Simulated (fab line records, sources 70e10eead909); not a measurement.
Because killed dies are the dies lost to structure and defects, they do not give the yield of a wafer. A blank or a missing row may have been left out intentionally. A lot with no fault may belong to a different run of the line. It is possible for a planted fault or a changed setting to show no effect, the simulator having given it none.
fab line records	flow nandHarc
[record] lots = 6	wafers = 18	lastDay = 28
route steps=1302 shown P_CONTACT@241 P_M0@253
lots that met no fault: taken from a fault-free run of the same line
startH: hours from the record's opening day to when the first of the lot's shown wafers began	waitH: hours since the lot's step before	" unchanged from the row above	L1.1+2: one row covering several wafers at once	- value missing, or start not given	* or withheld: withheld	< > ~ a bound
route shown NAME@n: NAME is a module with steps in the file, n the number in the route of the first one	usual: mean and standard deviation over wafers with no fault	same: alike in all rows	chamber/n: place in a boat	sites: the reading at each site	_std_site: standard deviation across them	_edge_site: mean of outer sites minus mean of inner sites	radiusMm: how far each site lies from the wafer's centre	mask NAME#n: copy n	behind: tool/chamber where the wafer was last shaped	hold: the reason the lot was held/the length of the hold in hours/how it ended	device: the transistor (n, p or np) that didn't switch	end of line: the same wafers' tests at the end of the route	a step given without rows: its recipe and nothing more	killed: not the wafer's yield, but the dies lost to structure and defects at the first sort	map: per-die view of a wafer (x killed, . not killed, _ where there is no die)
set.NAME: the run value of the setting; set.NAME@STEP: its run value at that earlier step	model.NAME: the simulator's own value behind a step, which no gauge read
a table for each step, a row for each wafer; lots at some steps of the route
services: a tool's chamber out of use, with start hour (startH, from the record's first day; less than 0 if before it), hours out, and reason
[[steps]]
[step NHARC_P_CONTACT_CD_MEAS_19]
[usual] cdNm = 89.4/1.1
lot.wafer	tool	chamber	startH	waitH	cdNm
L853.2	cdSem-01	-	116.56	-	89.3
L853.3	"	-	"	"	90.1
L853.5	"	-	"	"	88.1
L854.1	cdSem-02	-	128.27	-	88.5
L854.2	"	-	"	"	91.6
L854.6	"	-	"	"	89.9
L859.2	cdSem-03	-	175.36	-	89.8
L859.3	"	-	"	"	91.7
L859.4	"	-	"	"	90.4
L863.1	cdSem-01	-	212.99	-	89.8
L863.4	"	-	"	"	90.6
L863.6	"	-	"	"	90.1
L864.2	cdSem-03	-	225.46	-	89.4
L864.5	"	-	"	"	87.9
L864.6	"	-	"	"	89.1
L868.1	cdSem-03	-	266.59	-	88.8
L868.4	"	-	"	"	89.9
L868.5	"	-	"	"	89.3
[step NHARC_P_CONTACT_STRIP_28]
[recipe] o2FlowSccm = 500	arFlowSccm = 0	biasW = 0	chemistry = O2
[usual] drypumpMotorCurrentA = 5.9/0.47	oesProductAu = 0.996/0.0072	rfVppV = 57.6/0.86	showerheadPlenumPTorr = 3.48/0.14	throttleValvePct = 17.036/0.0096
[same] biasW = 0
lot.wafer	tool	chamber	startH	waitH	drypumpMotorCurrentA	oesProductAu	rfHoursCounterH	rfVppV	showerheadPlenumPTorr	throttleValvePct
L853.2	rieDiel-10	3	116.64	0.1	6.7	0.977	1.5	58.5	3.39	17.038
L853.3	"	0	"	"	6.3	0.989	1.5	56.3	3.48	17.036
L853.5	"	0	"	"	6.2	0.993	-	57.2	3.48	17.024
L854.2	rieDiel-04	2	128.34	0.1	5.8	1.004	5.4	58.4	3.43	17.030
L854.1	"	3	"	"	5.5	1.009	5.5	55.0	3.39	17.038
L854.6	"	2	"	"	5.7	1.009	-	55.8	3.43	17.050
L859.3	rieDiel-10	3	175.43	0.1	6.8	1.001	3.3	57.2	3.39	17.045
L859.4	"	1	"	"	5.0	1.009	3.4	57.8	3.75	17.038
L859.2	"	2	"	"	6.2	0.997	3.6	56.7	3.80	17.030
L863.1	rieDiel-04	3	213.10	0.1	5.5	0.983	1.1	57.4	3.39	17.055
L863.4	"	0	"	"	6.0	1.004	0.9	56.4	3.37	17.032
L863.6	"	1	"	"	5.8	0.999	-	57.3	3.43	17.038
L864.2	rieDiel-10	2	225.55	0.1	6.2	0.993	5.1	59.3	3.80	17.027
L864.5	"	1	"	"	5.0	0.999	-	58.6	3.75	17.033
L864.6	"	2	"	"	6.2	0.989	-	59.1	3.80	17.035
L868.1	rieDiel-10	0	266.67	0.1	6.2	1.012	0.6	57.3	3.48	17.029
L868.4	"	1	"	"	5.1	1.009	0.5	58.0	3.75	17.049
L868.5	"	0	"	"	6.2	1.008	-	57.5	3.48	17.045
[step NHARC_P_CONTACT_STRIP_29]
[recipe] timeS = 1200	tempC = 72.5	chemistry = postEtchResidueRemover
[step NHARC_P_CONTACT_DEGAS_38]
[recipe] tempC = 300	timeS = 60
[usual] heaterPowerW = 443/48
lot.wafer	tool	chamber	startH	waitH	heaterPowerW
L853.2	pvdSputter-02	-	117.28	-	408
L853.3	"	-	"	"	363
L853.5	"	-	"	"	411
L854.2	pvdSputter-02	-	128.98	-	364
L854.1	"	-	"	"	464
L854.6	"	-	"	"	512
L859.4	pvdSputter-01	-	176.07	-	437
L859.2	"	-	"	"	502
L859.3	"	-	"	"	421
L863.1	pvdSputter-02	-	213.70	-	487
L863.4	"	-	"	"	362
L863.6	"	-	"	"	370
L864.2	pvdSputter-03	-	226.17	-	464
L864.5	"	-	"	"	454
L864.6	"	-	"	"	364
L868.1	pvdSputter-03	-	267.30	-	465
L868.4	"	-	"	"	396
L868.5	"	-	"	"	488
[step NHARC_P_CONTACT_PRE_CLEAN_39]
[recipe] timeS = 19.5	biasV = 250	gas = Ar
[step NHARC_P_CONTACT_PVD_32]
[recipe] targetThkA = 50	chamberPressurePa = 5	powerW = 5000	substrateTempC = 200	timeS = 17.7	material = Ti
[usual] substrateTempC = 200.03/0.17	throttleValvePct = 30.0/0.9
lot.wafer	tool	chamber	startH	waitH	substrateTempC	throttleValvePct
L853.2	pvdSputter-02	-	-	-	200.50	31.9
L853.3	"	-	"	"	200.00	30.1
L853.5	"	-	"	"	200.31	32.2
L854.1	pvdSputter-02	-	-	-	199.93	32.2
L854.2	"	-	"	"	199.80	30.0
L854.6	"	-	"	"	200.01	32.4
L859.2	pvdSputter-01	-	-	-	199.90	30.4
L859.4	"	-	"	"	200.10	29.7
L859.3	"	-	"	"	200.12	29.5
L863.4	pvdSputter-02	-	-	-	200.14	30.2
L863.1	"	-	"	"	199.86	30.3
L863.6	"	-	"	"	200.32	30.2
L864.2	pvdSputter-03	-	-	-	199.83	28.7
L864.5	"	-	"	"	199.90	28.9
L864.6	"	-	"	"	200.06	29.0
L868.1	pvdSputter-03	-	-	-	199.89	30.2
L868.4	"	-	"	"	200.08	29.2
L868.5	"	-	"	"	199.95	30.5
[step NHARC_P_CONTACT_ALD_22]
[recipe] targetThkA = 30	pulseTimeS = 1	aldCycles = 150	tempC = 450	material = TiN
[usual] heaterPowerW = 1056/80	precursorPulseHeightRel = 1.000/0.021
lot.wafer	tool	chamber	startH	waitH	heaterPowerW	precursorPulseHeightRel	sinceWetCleanH
L853.2	aldMetal-01	1	117.55	-	1015	0.984	116
L853.3	"	2	"	"	1128	0.995	116
L853.5	"	3	"	"	1297	1.005	-
L854.2	aldMetal-04	2	129.25	-	1004	1.013	1
L854.1	"	3	"	"	1138	0.985	1
L854.6	"	1	"	"	1072	0.966	-
L859.3	aldMetal-02	3	176.33	-	956	1.023	90
L859.4	"	0	"	"	933	0.982	90
L859.2	"	1	"	"	1060	0.995	90
L863.1	aldMetal-02	0	213.94	-	953	1.057	128
L863.4	"	2	"	"	993	0.998	128
L863.6	"	0	"	"	943	0.985	-
L864.2	aldMetal-04	1	226.43	-	1111	1.007	98
L864.5	"	0	"	"	1074	0.992	-
L864.6	"	1	"	"	1108	1.031	-
L868.4	aldMetal-04	1	267.54	-	1103	0.975	140
L868.1	"	3	"	"	1146	0.969	140
L868.5	"	1	"	"	1071	0.981	-
[step NHARC_P_CONTACT_CVD_23]
[recipe] targetThkA = 2000	tempC = 300	pressureTorr = 40	wf6FlowSccm = 40	h2FlowSccm = 1600	arFlowSccm = 1560	timeS = 557	material = W
[usual] heaterPowerW = 431/25	mfcH2Sccm = 1600/4.9	throttleValvePct = 8.00/0.16
lot.wafer	tool	chamber	startH	waitH	heaterPowerW	mfcH2Sccm	sinceWetCleanH	throttleValvePct
L853.2	cvdW-02	1	-	-	416	1607	16	8.01
L853.3	"	0	"	"	460	1606	-	7.94
L853.5	"	1	"	"	418	1599	-	7.80
L854.2	cvdW-02	1	-	-	402	1600	28	8.03
L854.1	"	0	"	"	441	1591	28	8.22
L854.6	"	0	"	"	454	1603	-	7.94
L859.2	cvdW-02	0	-	-	454	1604	75	8.11
L859.3	"	1	"	"	410	1592	-	7.91
L859.4	"	0	"	"	438	1604	-	8.06
L863.1	cvdW-02	0	-	-	449	1593	113	8.23
L863.4	"	0	"	"	449	1590	-	8.04
L863.6	"	0	"	"	459	1588	-	7.99
L864.2	cvdW-01	0	-	-	450	1604	15	7.94
L864.5	"	0	"	"	454	1606	-	7.96
L864.6	"	1	"	"	436	1597	-	7.99
L868.1	cvdW-02	0	-	-	455	1597	166	8.15
L868.4	"	0	"	"	456	1602	-	8.32
L868.5	"	1	"	"	397	1594	-	8.17
[step NHARC_P_CONTACT_CMP_24]
[recipe] tOverpolishS = 30	targetThkNm = 200
[step NHARC_P_CONTACT_SRD_26]
[step NHARC_P_CONTACT_INSPECT_27]
[usual] rawDefectCount = 303/140
lot.wafer	tool	chamber	startH	waitH	rawDefectCount
L853.2	defectInspect-02	-	118.76	0.1	172
L853.3	"	-	"	"	247
L853.5	"	-	"	"	305
L854.1	defectInspect-02	-	130.49	0.1	203
L854.2	"	-	"	"	233
L854.6	"	-	"	"	386
L859.2	defectInspect-01	-	177.57	0.1	119
L859.3	"	-	"	"	147
L859.4	"	-	"	"	140
L863.1	defectInspect-02	-	215.20	0.1	200
L863.4	"	-	"	"	172
L863.6	"	-	"	"	270
L864.2	defectInspect-02	-	227.68	0.1	278
L864.5	"	-	"	"	333
L864.6	"	-	"	"	269
L868.1	defectInspect-01	-	268.82	0.1	372
L868.4	"	-	"	"	310
L868.5	"	-	"	"	193
[step NHARC_P_M0_DEP_00]
[recipe] targetThkA = 1500	targetThkNm = 150	tempC = withheld	pressureTorr = 5	flowSccm = 200	rfW = 600	material = SiOC
[usual] rfFwdPowerW = 598.5/1.8
lot.wafer	tool	chamber	startH	waitH	rfFwdPowerW	sinceWetCleanH
L853.3	pecvd-03	0	118.83	0.1	601.8	83
L853.2	"	1	"	"	598.6	83
L853.5	"	0	"	"	599.0	-
L854.2	pecvd-03	1	130.56	0.1	594.8	95
L854.1	"	2	"	"	601.4	95
L854.6	"	2	"	"	600.4	-
L859.3	pecvd-01	1	177.64	0.1	598.9	35
L859.2	"	2	"	"	599.6	35
L859.4	"	1	"	"	599.7	-
L863.1	pecvd-02	2	215.27	0.1	598.0	156
L863.4	"	2	"	"	599.9	-
L863.6	"	0	"	"	599.5	-
L863.1	pecvd-02	2	215.77	-	595.8	-
L863.4	"	2	"	"	598.6	-
L863.6	"	0	"	"	598.2	-
L864.2	pecvd-01	1	227.74	0.1	597.5	85
L864.5	"	1	"	"	596.6	-
L864.6	"	2	"	"	599.5	-
L868.1	pecvd-01	0	268.93	0.1	600.8	126
L868.4	"	2	"	"	598.8	-
L868.5	"	1	"	"	600.5	-
L868.1	pecvd-01	0	269.43	-	599.7	-
L868.4	"	2	"	"	596.1	-
L868.5	"	1	"	"	595.9	-
[step NHARC_P_M0_DEHYDRATE_01]
[recipe] tempC = 150	timeS = 120
[[services]]
tool	chamber	startH	hours	kind
aldMetal-04	2	96.43	1.6	repair
pvdSputter-02	-	104.00	10.0	pm
pecvd-03	-	114.08	1.2	repair
aldMetal-04	-	118.00	10.0	pm
pvdSputter-01	-	129.67	5.2	repair
pecvd-01	-	130.00	13.0	pm
rieDiel-10	1	131.94	7.6	repair
pecvd-03	-	144.87	1.1	repair
pvdSputter-02	-	149.27	9.7	repair
pecvd-03	-	154.86	0.2	repair
pvdSputter-03	-	170.13	10.0	pm
rieDiel-04	-	177.90	9.0	pm
pecvd-01	-	182.27	14.2	repair
pecvd-03	1	188.74	7.0	repair
pvdSputter-01	-	189.82	7.3	repair
pvdSputter-03	-	192.50	1.2	repair
cvdW-02	0	197.05	1.2	repair
cvdW-02	0	199.01	11.0	repair
rieDiel-10	0	200.69	11.3	repair
pecvd-03	-	203.71	13.0	pm
rieDiel-10	3	226.88	3.1	repair
aldMetal-04	3	230.72	1.8	repair
rieDiel-10	-	244.02	9.0	pm
cvdW-02	-	269.51	13.0	pm
[[key]]
[firstSign] step = NHARC_P_M0_DEP_00	reading = visit	direction = added
effect none on later readings
metAt NHARC_P_M0_DEP_00
struckWafers L863.1,L863.4,L863.6,L868.1,L868.4,L868.5
laterRowsLeftOut L863.1,L863.4,L863.6,L868.1,L868.4,L868.5
sortLeftOut L863.1,L863.4,L863.6,L868.1,L868.4,L868.5
[fault] kind = repeatedStepWhole	tool = pecvd-01,pecvd-02,pecvd-03	chamber = -	onsetH = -	steps = NHARC_P_M0_DEP_00	times = 1	scope = struckLotsOnly
// sortLeftOut: the simulated sort isn't trusted on such a fault, so these wafers' sort isn't shown, and their yield isn't known
// laterRowsLeftOut: the simulator's readings of these wafers behind a module that went badly wrong aren't trusted and aren't shown, but for the sort
